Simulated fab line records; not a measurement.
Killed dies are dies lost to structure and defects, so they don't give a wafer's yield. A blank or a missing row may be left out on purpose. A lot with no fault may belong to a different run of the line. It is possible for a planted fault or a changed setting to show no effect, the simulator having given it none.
fab line records	flow n5_finfet
[record] lots = 24	wafers = 72	last_day = 20
route steps=1938 shown BEOL_M5@1189 BEOL_M6@1207
lots that met no fault: taken from a fault-free run of the same line
start_h: the number of hours between the record's first day and the start of the first shown wafer of the lot	wait_h: hours since the lot's step before	" unchanged from the row above	L1.1+2: a single row standing in for several wafers	- no value, or no start given	* or withheld: withheld	< > ~ a bound
route shown NAME@n: NAME is a module with steps in the file, n the number in the route of the first one	usual: mean and standard deviation over wafers with no fault	same: alike in all rows	chamber/n: place in a boat	sites: readings site by site	_std_site: their standard deviation	_edge_site: the outer-site mean with the inner-site mean subtracted	radius_mm: for every site, how far away it sits from the centre of the wafer	mask NAME#n: copy n	behind: tool/chamber where the wafer was last shaped	hold: reason for holding the lot/hours on hold/outcome of the hold	device: names the non-switching transistor (n, p or np)	end of line: the tests these same wafers got at the end of their route	step lacking rows: just its recipe	killed: the dies lost at the first sort to structure and to defects; this is not the yield of the wafer	map: a wafer's dies, marking killed ones x, the rest . and places with no die _
set.NAME: the run value of the setting; set.NAME@STEP: its run value at that earlier step	model.NAME: the simulator's own value behind a step, which no gauge read
the route's steps for a sample of lots (tables are steps, rows are wafers)
services: the hour from which a tool's chamber was out of use, counted from the record's first day as start_h (under 0 if before that day), plus the number of hours and why
[[steps]]
[step N5_BEOL_M5_CO_CAP_78]
[recipe] material = Co	target_thk_a = 20	temp_c = 200	precursor = CCTBA/H2	pressure_torr = 30	time_s = 102.1
[usual] heater_power_w = 235/21
lot.wafer	tool	chamber	start_h	wait_h	heater_power_w
L074.2	cvd_co-02	2	222.15	0.0	209
L074.5	"	1	"	"	276
L074.6	"	0	"	"	226
L075.2	cvd_co-01	0	238.36	0.0	222
L075.3	"	2	"	"	235
L075.4	"	1	"	"	243
L077.1	cvd_co-01	2	247.07	0.0	238
L077.2	"	1	"	"	243
L077.5	"	1	"	"	241
L078.1	cvd_co-01	2	253.29	0.0	238
L078.3	"	0	"	"	228
L078.5	"	2	"	"	233
L076.1	cvd_co-02	1	253.34	0.0	278
L076.2	"	2	"	"	202
L076.4	"	2	"	"	204
L079.3	cvd_co-01	1	262.46	0.0	247
L079.5	"	2	"	"	239
L079.6	"	0	"	"	228
L081.1	cvd_co-02	1	268.25	0.0	273
L081.3	"	0	"	"	228
L081.6	"	2	"	"	208
L082.1	cvd_co-02	0	271.53	0.0	228
L082.3	"	2	"	"	200
L082.4	"	0	"	"	223
L080.3	cvd_co-02	1	272.11	0.0	279
L080.5	"	0	"	"	227
L080.6	"	2	"	"	204
L083.1	cvd_co-02	2	276.25	0.0	207
L083.4	"	1	"	"	283
L083.6	"	0	"	"	230
L084.1	cvd_co-02	1	277.09	0.0	280
L084.2	"	0	"	"	226
L084.4	"	0	"	"	232
L085.2	cvd_co-01	0	299.35	0.0	224
L085.3	"	1	"	"	237
L085.6	"	2	"	"	235
L086.1	cvd_co-01	1	303.17	0.0	241
L086.4	"	2	"	"	231
L086.6	"	0	"	"	226
L087.2	cvd_co-02	1	303.37	0.0	277
L087.3	"	2	"	"	202
L087.5	"	2	"	"	211
L088.2	cvd_co-01	0	303.77	0.0	222
L088.4	"	0	"	"	224
L088.5	"	2	"	"	231
L089.2	cvd_co-02	2	323.51	0.0	211
L089.4	"	2	"	"	208
L089.5	"	1	"	"	281
L090.1	cvd_co-01	1	335.35	0.0	246
L090.4	"	1	"	"	249
L090.5	"	2	"	"	232
L093.1	cvd_co-01	1	337.75	0.0	246
L093.3	"	0	"	"	229
L093.5	"	0	"	"	218
L092.1	cvd_co-01	0	337.87	0.0	224
L092.2	"	2	"	"	238
L092.5	"	2	"	"	238
L091.1	cvd_co-01	0	345.95	0.0	226
L091.4	"	2	"	"	232
L091.6	"	1	"	"	240
L096.1	cvd_co-02	1	369.73	0.0	267
L096.2	"	0	"	"	231
L096.3	"	2	"	"	207
L095.1	cvd_co-01	0	375.43	0.0	221
L095.2	"	1	"	"	250
L095.4	"	1	"	"	245
L094.1	cvd_co-01	0	379.74	0.0	226
L094.4	"	2	"	"	239
L094.5	"	1	"	"	248
L097.4	cvd_co-02	1	380.03	0.0	259
L097.5	"	0	"	"	231
L097.6	"	2	"	"	208
[step N5_BEOL_M6_CD_MEAS_11]
[recipe] target_cd_nm = 38.5	landing_energy_ev = 500	detector = se_inlens	polarity = opening
[usual] cd_nm = 38.4/0.38
lot.wafer	tool	chamber	start_h	wait_h	cd_nm
L074.2	cd_sem-03	0	225.29	-	37.5
L074.5	"	0	"	"	38.5
L074.6	"	0	"	"	38.7
L075.2	cd_sem-01	0	241.16	-	38.0
L075.3	"	0	"	"	38.5
L075.4	"	0	"	"	38.5
L077.1	cd_sem-01	0	248.48	-	38.7
L077.2	"	0	"	"	38.8
L077.5	"	0	"	"	38.3
L078.1	cd_sem-03	0	256.48	-	38.3
L078.3	"	0	"	"	38.8
L078.5	"	0	"	"	38.2
L076.1	cd_sem-03	0	256.64	-	38.4
L076.2	"	0	"	"	38.2
L076.4	"	0	"	"	38.7
L079.3	cd_sem-01	0	265.31	-	39.4
L079.5	"	0	"	"	38.8
L079.6	"	0	"	"	39.7
L081.1	cd_sem-01	0	270.60	-	38.8
L081.3	"	0	"	"	39.0
L081.6	"	0	"	"	38.5
L082.1	cd_sem-02	0	273.84	-	38.2
L082.3	"	0	"	"	37.6
L082.4	"	0	"	"	38.3
L080.3	cd_sem-02	0	274.15	-	38.2
L080.5	"	0	"	"	38.5
L080.6	"	0	"	"	38.6
L083.1	cd_sem-02	0	278.20	-	38.3
L083.4	"	0	"	"	38.2
L083.6	"	0	"	"	38.2
L084.1	cd_sem-01	0	279.76	-	38.3
L084.2	"	0	"	"	38.1
L084.4	"	0	"	"	38.7
L085.2	cd_sem-01	0	303.46	-	38.0
L085.3	"	0	"	"	38.1
L085.6	"	0	"	"	38.4
L086.1	cd_sem-01	0	304.47	-	38.3
L086.4	"	0	"	"	38.4
L086.6	"	0	"	"	38.5
L087.2	cd_sem-03	0	304.90	-	38.3
L087.3	"	0	"	"	38.4
L087.5	"	0	"	"	37.7
L088.2	cd_sem-02	0	305.76	-	38.5
L088.4	"	0	"	"	38.3
L088.5	"	0	"	"	38.2
L089.2	cd_sem-03	0	326.88	-	38.4
L089.4	"	0	"	"	38.5
L089.5	"	0	"	"	38.5
L090.1	cd_sem-01	0	337.22	-	37.5
L090.4	"	0	"	"	38.4
L090.5	"	0	"	"	38.7
L092.1	cd_sem-01	0	339.92	-	38.5
L092.2	"	0	"	"	38.9
L092.5	"	0	"	"	38.7
L093.1	cd_sem-02	0	340.08	-	37.9
L093.3	"	0	"	"	38.0
L093.5	"	0	"	"	38.6
L091.1	cd_sem-03	0	347.91	-	38.5
L091.4	"	0	"	"	37.7
L091.6	"	0	"	"	37.8
L096.1	cd_sem-01	0	372.80	-	38.8
L096.2	"	0	"	"	38.7
L096.3	"	0	"	"	38.0
L095.1	cd_sem-02	0	379.54	-	38.3
L095.2	"	0	"	"	38.2
L095.4	"	0	"	"	38.4
L094.1	cd_sem-01	0	382.58	-	38.3
L094.4	"	0	"	"	38.8
L094.5	"	0	"	"	38.3
L097.4	cd_sem-01	0	382.79	-	37.9
L097.5	"	0	"	"	38.5
L097.6	"	0	"	"	38.6
[step N5_BEOL_M6_STRIP_67]
[recipe] chemistry = CF4	resist = SiARC	power_w = 300	bias_power_w = 75	pressure_mtorr = 50	cf4_flow_sccm = 150	rf_frequency_hz = 6e+07
[usual] drypump_motor_current_A = 5.8/0.43	oes_product_au = 0.78/0.068	rf_vpp_V = 271.7/1.2	showerhead_plenum_p_Torr = 1.82/0.043	throttle_valve_pct = 13.64/0.18
lot.wafer	tool	chamber	start_h	wait_h	drypump_motor_current_A	oes_product_au	rf_hours_counter_h	rf_vpp_V	showerhead_plenum_p_Torr	throttle_valve_pct
L074.2	rie_diel-04	2	225.62	0.0	5.4	0.70	209	271.6	1.84	14.09
L074.5	"	0	"	"	6.4	0.92	-	273.4	1.90	13.44
L074.6	"	3	"	"	6.5	0.75	-	273.8	1.85	13.51
L075.2	rie_diel-06	1	242.02	0.0	5.7	0.82	78	273.9	1.81	13.58
L075.3	"	3	"	"	5.9	0.74	156	270.4	1.79	13.55
L075.4	"	2	"	"	5.1	0.72	187	274.1	1.87	13.57
L077.1	rie_diel-06	1	249.71	0.0	5.7	0.82	81	272.9	1.81	13.61
L077.2	"	3	"	"	5.9	0.74	159	268.8	1.78	13.56
L077.5	"	3	"	"	5.9	0.74	-	271.0	1.78	13.55
L078.1	rie_diel-04	0	256.80	0.0	6.4	0.89	30	272.4	1.90	13.44
L078.3	"	3	"	"	6.5	0.74	203	272.7	1.85	13.53
L078.5	"	3	"	"	6.5	0.74	-	270.8	1.85	13.51
L076.1	rie_diel-01	0	257.32	0.0	5.8	0.82	87	272.5	1.87	13.58
L076.2	"	1	"	"	5.7	0.80	104	271.4	1.80	13.50
L076.4	"	2	"	"	6.2	0.82	82	270.1	1.75	13.68
L079.3	rie_diel-04	1	265.64	0.0	5.3	0.79	115	269.9	1.80	13.36
L079.5	"	0	"	"	6.4	0.88	-	273.6	1.90	13.47
L079.6	"	1	"	"	5.3	0.79	-	269.8	1.80	13.36
L081.1	rie_diel-01	0	271.05	0.0	5.7	0.81	92	273.5	1.87	13.58
L081.3	"	2	"	"	6.2	0.81	88	270.6	1.75	13.70
L081.6	"	3	"	"	5.5	0.75	-	271.5	1.79	13.74
L082.1	rie_diel-06	2	274.17	0.0	5.1	0.72	199	270.9	1.86	13.58
L082.3	"	3	"	"	5.9	0.74	165	272.2	1.78	13.58
L082.4	"	0	"	"	6.0	0.72	209	270.4	1.78	13.89
L080.3	rie_diel-06	0	274.88	0.0	6.0	0.72	210	271.1	1.78	13.90
L080.5	"	3	"	"	5.9	0.73	-	272.0	1.78	13.56
L080.6	"	2	"	"	5.0	0.72	-	272.7	1.86	13.61
L083.1	rie_diel-06	3	278.58	0.0	5.9	0.74	169	272.0	1.78	13.57
L083.4	"	1	"	"	5.7	0.81	94	272.6	1.81	13.62
L083.6	"	1	"	"	5.7	0.82	-	271.9	1.81	13.62
L084.1	rie_diel-01	0	280.11	0.0	5.7	0.81	95	273.6	1.87	13.60
L084.2	"	3	"	"	5.6	0.75	164	270.6	1.79	13.78
L084.4	"	1	"	"	5.8	0.80	112	271.0	1.79	13.53
L085.2	rie_diel-04	1	303.80	0.0	5.3	0.76	135	272.7	1.79	13.40
L085.3	"	3	"	"	6.5	0.73	213	272.5	1.85	13.56
L085.6	"	1	"	"	5.3	0.77	-	270.1	1.79	13.37
L086.1	rie_diel-04	3	304.79	0.0	6.5	0.72	214	272.5	1.85	13.55
L086.4	"	2	"	"	5.5	0.68	245	272.5	1.83	14.18
L086.6	"	1	"	"	5.3	0.77	-	268.9	1.79	13.40
L087.2	rie_diel-06	0	305.22	0.0	5.9	0.72	222	271.0	1.78	13.92
L087.3	"	3	"	"	5.9	0.73	179	271.6	1.78	13.60
L087.5	"	0	"	"	5.9	0.71	-	271.3	1.78	13.93
L088.2	rie_diel-01	1	306.19	0.0	5.8	0.79	122	269.6	1.79	13.56
L088.4	"	2	"	"	6.2	0.80	102	268.3	1.74	13.72
L088.5	"	1	"	"	5.7	0.79	-	271.1	1.79	13.56
L089.2	rie_diel-06	2	327.20	0.0	5.1	0.71	221	273.2	1.85	13.66
L089.4	"	3	"	"	5.9	0.73	189	271.1	1.78	13.62
L089.5	"	0	"	"	5.9	0.71	-	269.6	1.77	13.94
L090.1	rie_diel-04	2	337.55	0.0	5.4	0.98	0	271.3	1.83	13.61
L090.4	"	1	"	"	5.4	0.75	-	272.4	1.79	13.43
L090.5	"	3	"	"	6.5	0.72	-	271.8	1.84	13.58
L092.1	rie_diel-04	3	340.43	0.0	6.5	0.72	230	271.9	1.84	13.58
L092.2	"	0	"	"	6.4	0.85	67	272.3	1.89	13.54
L092.5	"	2	"	"	5.4	0.97	-	271.7	1.83	13.61
L093.1	rie_diel-04	3	340.80	0.0	6.5	0.73	230	271.1	1.84	13.58
L093.3	"	0	"	"	6.4	0.83	67	274.0	1.89	13.52
L093.5	"	1	"	"	5.3	0.75	-	272.2	1.79	13.44
L091.1	rie_diel-01	3	348.24	0.0	5.6	0.72	194	271.2	1.78	13.82
L091.4	"	0	"	"	5.8	0.79	117	272.9	1.87	13.63
L091.6	"	1	"	"	5.7	0.77	-	271.3	1.79	13.59
L096.1	rie_diel-01	0	373.27	0.0	5.7	0.78	125	273.5	1.86	13.65
L096.2	"	1	"	"	5.7	0.76	145	271.1	1.78	13.60
L096.3	"	2	"	"	6.2	0.78	131	271.8	1.73	13.77
L095.1	rie_diel-04	2	379.87	0.0	5.4	0.91	15	272.2	1.83	13.64
L095.2	"	3	"	"	6.5	0.70	244	272.0	1.84	13.61
L095.4	"	1	"	"	5.3	0.74	166	270.5	1.78	13.46
L094.1	rie_diel-01	1	382.91	0.0	5.7	0.75	149	270.9	1.78	13.60
L094.4	"	2	"	"	6.2	0.77	-	270.5	1.73	13.79
L094.5	"	1	"	"	5.7	0.77	-	271.6	1.78	13.60
L097.4	rie_diel-04	2	383.11	0.0	5.5	0.90	16	272.4	1.83	13.62
L097.5	"	2	"	"	5.4	0.91	-	272.2	1.83	13.63
L097.6	"	1	"	"	5.3	0.75	-	272.7	1.78	13.46
[step N5_BEOL_M6_STRIP_80]
[recipe] chemistry = N2/H2	time_s = 10	power_w = 450	temp_c = 40	pressure_mtorr = 20	rf_frequency_hz = 6e+07	bias_power_w = 7	n2_flow_sccm = 200	h2_flow_sccm = 200
[usual] drypump_motor_current_A = 5.8/0.44	oes_product_au = 0.76/0.064	rf_vpp_V = 59.3/0.89	showerhead_plenum_p_Torr = 2.57/0.071	throttle_valve_pct = 23.7/0.32
lot.wafer	tool	chamber	start_h	wait_h	drypump_motor_current_A	oes_product_au	rf_hours_counter_h	rf_vpp_V	showerhead_plenum_p_Torr	throttle_valve_pct
L074.2	rie_diel-04	3	-	-	6.5	0.75	193	60.5	2.63	23.2
L074.5	"	0	"	"	6.4	0.92	-	60.1	2.71	23.5
L074.6	"	1	"	"	5.3	0.81	-	60.0	2.55	23.1
L075.2	rie_diel-04	0	-	-	6.4	0.90	26	59.2	2.71	23.5
L075.3	"	1	"	"	5.3	0.80	106	59.3	2.55	23.1
L075.4	"	3	"	"	6.5	0.73	199	59.1	2.62	23.3
L077.1	rie_diel-06	1	-	-	5.7	0.81	82	58.9	2.56	23.7
L077.2	"	2	"	"	5.1	0.72	190	58.3	2.63	23.7
L077.5	"	3	"	"	5.9	0.73	-	58.4	2.53	23.6
L076.1	rie_diel-04	1	-	-	5.3	0.79	112	58.8	2.55	23.1
L076.2	"	2	"	"	5.4	0.70	222	59.3	2.61	24.3
L076.4	"	0	"	"	6.4	0.89	-	58.9	2.70	23.5
L078.1	rie_diel-01	3	-	-	5.6	0.75	155	60.0	2.53	23.8
L078.3	"	1	"	"	5.8	0.80	105	57.5	2.56	23.6
L078.5	"	2	"	"	6.3	0.83	-	59.5	2.46	23.7
L079.3	rie_diel-01	2	-	-	6.3	0.82	86	60.0	2.46	23.8
L079.5	"	3	"	"	5.6	0.75	-	60.8	2.53	23.8
L079.6	"	2	"	"	6.2	0.82	-	58.1	2.46	23.7
L081.1	rie_diel-04	2	-	-	5.5	0.69	230	57.1	2.61	24.3
L081.3	"	1	"	"	5.3	0.79	120	58.4	2.54	23.1
L081.6	"	0	"	"	6.4	0.89	-	60.1	2.70	23.5
L082.1	rie_diel-04	0	-	-	6.4	0.88	42	60.1	2.70	23.5
L082.3	"	2	"	"	5.4	0.69	232	59.6	2.61	24.3
L082.4	"	0	"	"	6.4	0.88	-	59.2	2.70	23.5
L080.3	rie_diel-04	1	-	-	5.3	0.78	123	61.0	2.54	23.1
L080.5	"	0	"	"	6.4	0.87	-	60.3	2.70	23.5
L080.6	"	1	"	"	5.3	0.78	-	59.4	2.54	23.1
L083.1	rie_diel-06	2	-	-	5.1	0.72	203	58.7	2.63	23.7
L083.4	"	3	"	"	5.9	0.74	169	59.5	2.52	23.7
L083.6	"	3	"	"	5.9	0.74	-	60.2	2.52	23.7
L084.1	rie_diel-01	0	-	-	5.7	0.83	96	59.6	2.67	23.8
L084.2	"	3	"	"	5.6	0.75	165	60.4	2.53	23.8
L084.4	"	1	"	"	5.8	0.80	113	58.0	2.56	23.6
L085.2	rie_diel-01	2	-	-	6.2	0.80	102	58.9	2.45	23.8
L085.3	"	0	"	"	5.7	0.81	104	59.5	2.66	23.9
L085.6	"	2	"	"	6.3	0.81	-	59.6	2.45	23.8
L086.1	rie_diel-06	3	-	-	5.9	0.72	179	59.3	2.52	23.7
L086.4	"	3	"	"	5.9	0.73	-	58.4	2.52	23.7
L086.6	"	2	"	"	5.1	0.71	-	60.6	2.62	23.7
L087.2	rie_diel-06	2	-	-	5.1	0.70	214	61.0	2.62	23.7
L087.3	"	3	"	"	5.9	0.72	180	59.0	2.52	23.7
L087.5	"	3	"	"	5.9	0.72	-	58.2	2.52	23.7
L088.2	rie_diel-04	3	-	-	6.5	0.73	215	58.9	2.62	23.3
L088.4	"	0	"	"	6.4	0.86	56	59.3	2.69	23.5
L088.5	"	2	"	"	5.4	0.68	-	59.0	2.60	24.3
L089.2	rie_diel-04	3	-	-	6.5	0.72	226	59.2	2.61	23.3
L089.4	"	3	"	"	6.5	0.72	-	58.7	2.61	23.3
L089.5	"	3	"	"	6.5	0.72	-	60.1	2.61	23.3
L090.1	rie_diel-06	3	-	-	5.9	0.72	193	58.6	2.51	23.7
L090.4	"	0	"	"	6.0	0.71	236	57.6	2.50	24.0
L090.5	"	1	"	"	5.8	0.79	-	58.5	2.55	23.7
L092.1	rie_diel-01	2	-	-	6.3	0.80	119	59.6	2.45	23.8
L092.2	"	3	"	"	5.6	0.72	191	60.1	2.52	23.8
L092.5	"	3	"	"	5.6	0.72	-	58.8	2.52	23.8
L093.1	rie_diel-04	1	-	-	5.3	0.75	153	58.0	2.53	23.2
L093.3	"	0	"	"	6.4	0.84	68	60.5	2.69	23.5
L093.5	"	3	"	"	6.5	0.71	-	60.9	2.61	23.3
L091.1	rie_diel-06	2	-	-	5.1	0.70	229	59.2	2.62	23.7
L091.4	"	3	"	"	5.9	0.71	197	57.9	2.51	23.7
L091.6	"	2	"	"	5.1	0.70	-	58.6	2.62	23.7
L096.1	rie_diel-06	1	-	-	5.7	0.77	126	59.4	2.54	23.8
L096.2	"	3	"	"	5.9	0.71	207	57.1	2.51	23.7
L096.3	"	2	"	"	5.1	0.68	238	59.1	2.61	23.7
L095.1	rie_diel-06	1	-	-	5.7	0.78	129	60.1	2.54	23.8
L095.2	"	2	"	"	5.1	0.69	241	59.2	2.61	23.7
L095.4	"	2	"	"	5.1	0.69	-	60.1	2.61	23.7
L097.4	rie_diel-01	2	-	-	6.3	0.77	137	58.6	2.44	23.8
L097.5	"	2	"	"	6.2	0.76	-	58.6	2.44	23.8
L097.6	"	3	"	"	5.6	0.70	-	57.9	2.51	23.9
L094.1	rie_diel-04	2	-	-	5.5	0.92	16	57.1	2.59	24.0
L094.4	"	0	"	"	6.4	0.82	80	59.4	2.68	23.6
L094.5	"	3	"	"	6.5	0.71	-	59.0	2.60	23.3
[step N5_BEOL_M6_ALD_77]
[recipe] material = TaN	target_thk_a = 20	temp_c = 275	ald_precursor_family = PDMAT	ald_co_reactant = NH3	pressure_torr = 3	carrier_flow_sccm = 1500	pulse_time_s = 2	purge_time_s = 3	co_reactant_purge_time_s = 2	co_reactant_pulse_time_s = 3	ald_cycles = 40	precursor_vessel_temp_c = 75	precursor_vessel_pressure_torr = 26.25	precursor_vessel_carrier_sccm = 1000
[usual] heater_power_w = 429/47
[same] co_reactant_purge_time_s = 2
lot.wafer	tool	chamber	start_h	wait_h	heater_power_w
L074.2	ald_metal-01	0	230.00	0.0	371
L074.5	"	3	"	"	345
L074.6	"	2	"	"	456
L075.2	ald_metal-04	2	244.94	0.0	366
L075.3	"	0	"	"	377
L075.4	"	3	"	"	429
L077.1	ald_metal-02	1	253.26	0.1	488
L077.2	"	3	"	"	428
L077.5	"	0	"	"	421
L076.1	ald_metal-01	3	261.55	0.1	351
L076.2	"	1	"	"	422
L076.4	"	2	"	"	458
L078.1	ald_metal-04	1	261.82	0.0	428
L078.3	"	3	"	"	442
L078.5	"	0	"	"	370
L079.3	ald_metal-02	1	267.49	0.1	509
L079.5	"	0	"	"	427
L079.6	"	3	"	"	425
L081.1	ald_metal-04	0	273.67	0.0	379
L081.3	"	3	"	"	432
L081.6	"	1	"	"	441
L082.1	ald_metal-04	1	276.85	0.0	442
L082.3	"	3	"	"	442
L082.4	"	3	"	"	438
L080.3	ald_metal-04	0	278.84	0.1	379
L080.5	"	3	"	"	438
L080.6	"	0	"	"	374
L083.1	ald_metal-01	0	282.55	0.0	361
L083.4	"	2	"	"	459
L083.6	"	1	"	"	430
L084.1	ald_metal-01	1	283.81	0.0	438
L084.2	"	3	"	"	357
L084.4	"	0	"	"	351
L085.2	ald_metal-02	3	305.91	0.0	429
L085.3	"	2	"	"	512
L085.6	"	1	"	"	505
L086.1	ald_metal-02	3	308.20	0.1	434
L086.4	"	2	"	"	508
L086.6	"	0	"	"	433
L087.2	ald_metal-01	0	308.72	0.0	367
L087.3	"	2	"	"	457
L087.5	"	0	"	"	366
L088.2	ald_metal-01	1	309.68	0.0	434
L088.4	"	0	"	"	363
L088.5	"	1	"	"	434
L089.2	ald_metal-01	3	331.58	0.0	369
L089.4	"	2	"	"	453
L089.5	"	2	"	"	470
L090.1	ald_metal-04	1	342.52	0.2	441
L090.4	"	2	"	"	376
L090.5	"	0	"	"	370
L092.1	ald_metal-04	3	343.37	0.1	442
L092.2	"	1	"	"	438
L092.5	"	3	"	"	438
L093.1	ald_metal-04	2	343.74	0.0	364
L093.3	"	0	"	"	369
L093.5	"	1	"	"	447
L091.1	ald_metal-02	3	350.95	0.0	433
L091.4	"	2	"	"	512
L091.6	"	1	"	"	495
L096.1	ald_metal-02	2	375.11	0.1	519
L096.2	"	1	"	"	482
L096.3	"	0	"	"	439
L095.1	ald_metal-02	2	383.18	0.0	511
L095.2	"	0	"	"	421
L095.4	"	3	"	"	430
L097.4	ald_metal-01	3	386.97	0.1	340
L097.5	"	1	"	"	404
L097.6	"	2	"	"	442
L094.1	ald_metal-02	3	387.35	0.1	441
L094.4	"	2	"	"	511
L094.5	"	1	"	"	489
[step N5_BEOL_M6_ANNEAL_51]
[recipe] temp_c = 225	time_s = 90	ambient = N2
[usual] wafer_temp_C_max = 225.7/0.3
lot.wafer	tool	chamber	start_h	wait_h	wafer_temp_C_max
L074.2	rtp_anneal-01	0	231.52	0.1	225.9
L074.5	"	0	"	"	225.6
L074.6	"	0	"	"	225.8
L075.2	rtp_anneal-01	0	245.78	0.1	225.6
L075.3	"	0	"	"	225.7
L075.4	"	0	"	"	225.5
L077.1	rtp_anneal-02	0	254.17	0.2	225.8
L077.2	"	0	"	"	226.4
L077.5	"	0	"	"	225.9
L076.1	rtp_anneal-02	0	262.84	0.4	226.2
L076.2	"	0	"	"	226.0
L076.4	"	0	"	"	225.9
L078.1	rtp_anneal-02	0	263.11	0.3	226.6
L078.3	"	0	"	"	226.1
L078.5	"	0	"	"	226.2
L079.3	rtp_anneal-01	0	268.44	0.1	225.7
L079.5	"	0	"	"	225.6
L079.6	"	0	"	"	225.2
L081.1	rtp_anneal-02	0	274.64	0.1	225.8
L081.3	"	0	"	"	225.7
L081.6	"	0	"	"	225.8
L082.1	rtp_anneal-02	0	277.89	0.1	225.5
L082.3	"	0	"	"	226.1
L082.4	"	0	"	"	225.9
L080.3	rtp_anneal-01	0	279.77	0.1	225.7
L080.5	"	0	"	"	225.7
L080.6	"	0	"	"	225.4
L083.1	rtp_anneal-01	0	284.00	0.3	225.6
L083.4	"	0	"	"	225.4
L083.6	"	0	"	"	225.3
L084.1	rtp_anneal-01	0	285.26	0.7	225.2
L084.2	"	0	"	"	225.2
L084.4	"	0	"	"	225.4
L085.2	rtp_anneal-01	0	308.16	0.1	225.2
L085.3	"	0	"	"	225.3
L085.6	"	0	"	"	225.3
L086.1	rtp_anneal-01	0	309.01	0.1	225.3
L086.4	"	0	"	"	225.3
L086.6	"	0	"	"	225.2
L087.2	rtp_anneal-02	0	309.59	0.1	226.2
L087.3	"	0	"	"	225.8
L087.5	"	0	"	"	226.3
L088.2	rtp_anneal-01	0	310.39	0.1	225.5
L088.4	"	0	"	"	225.5
L088.5	"	0	"	"	225.4
L089.2	rtp_anneal-01	0	332.60	0.1	225.6
L089.4	"	0	"	"	225.5
L089.5	"	0	"	"	225.4
L090.1	rtp_anneal-01	0	344.53	0.8	225.3
L090.4	"	0	"	"	225.6
L090.5	"	0	"	"	225.6
L092.1	rtp_anneal-02	0	344.99	0.7	225.9
L092.2	"	0	"	"	226.0
L092.5	"	0	"	"	225.9
L093.1	rtp_anneal-02	0	345.53	1.0	225.8
L093.3	"	0	"	"	225.8
L093.5	"	0	"	"	226.0
L091.1	rtp_anneal-02	0	353.56	0.3	226.0
L091.4	"	0	"	"	225.8
L091.6	"	0	"	"	225.6
L096.1	rtp_anneal-02	0	378.06	0.4	226.0
L096.2	"	0	"	"	225.8
L096.3	"	0	"	"	225.8
L095.1	rtp_anneal-02	0	384.41	0.5	225.9
L095.2	"	0	"	"	225.6
L095.4	"	0	"	"	225.9
L097.4	rtp_anneal-02	0	389.66	0.3	225.7
L097.5	"	0	"	"	225.8
L097.6	"	0	"	"	226.1
L094.1	rtp_anneal-01	0	390.08	0.4	225.2
L094.4	"	0	"	"	225.7
L094.5	"	0	"	"	225.5
[[services]]
tool	chamber	start_h	hours	kind
cvd_co-02	-	201.89	2.8	pm
rie_diel-06	1	214.42	9.5	repair
ald_metal-04	2	218.00	4.3	repair
cvd_co-02	2	223.43	4.4	repair
rie_diel-01	-	234.77	2.8	pm
ald_metal-04	2	257.00	28.1	repair
rie_diel-06	3	258.10	3.1	repair
rie_diel-04	3	260.32	20.8	repair
cvd_co-01	-	266.85	28.1	pm
rie_diel-06	1	301.28	8.3	repair
rie_diel-06	-	310.71	2.8	pm
rie_diel-01	0	311.39	14.6	repair
rie_diel-04	2	317.65	-	clean
rie_diel-04	2	317.65	-	consumable_replace:focus_ring
ald_metal-04	2	321.23	4.5	repair
rie_diel-01	1	323.83	2.3	repair
rie_diel-04	0	328.48	9.2	repair
ald_metal-01	-	337.25	14.0	pm
rie_diel-01	1	337.50	9.0	repair
cvd_co-02	-	340.26	0.7	repair
ald_metal-01	-	351.93	0.8	repair
rie_diel-01	3	376.33	6.9	repair
rtp_anneal-01	-	377.49	4.6	pm
rie_diel-06	0	377.94	8.3	repair
[[key]]
fault none
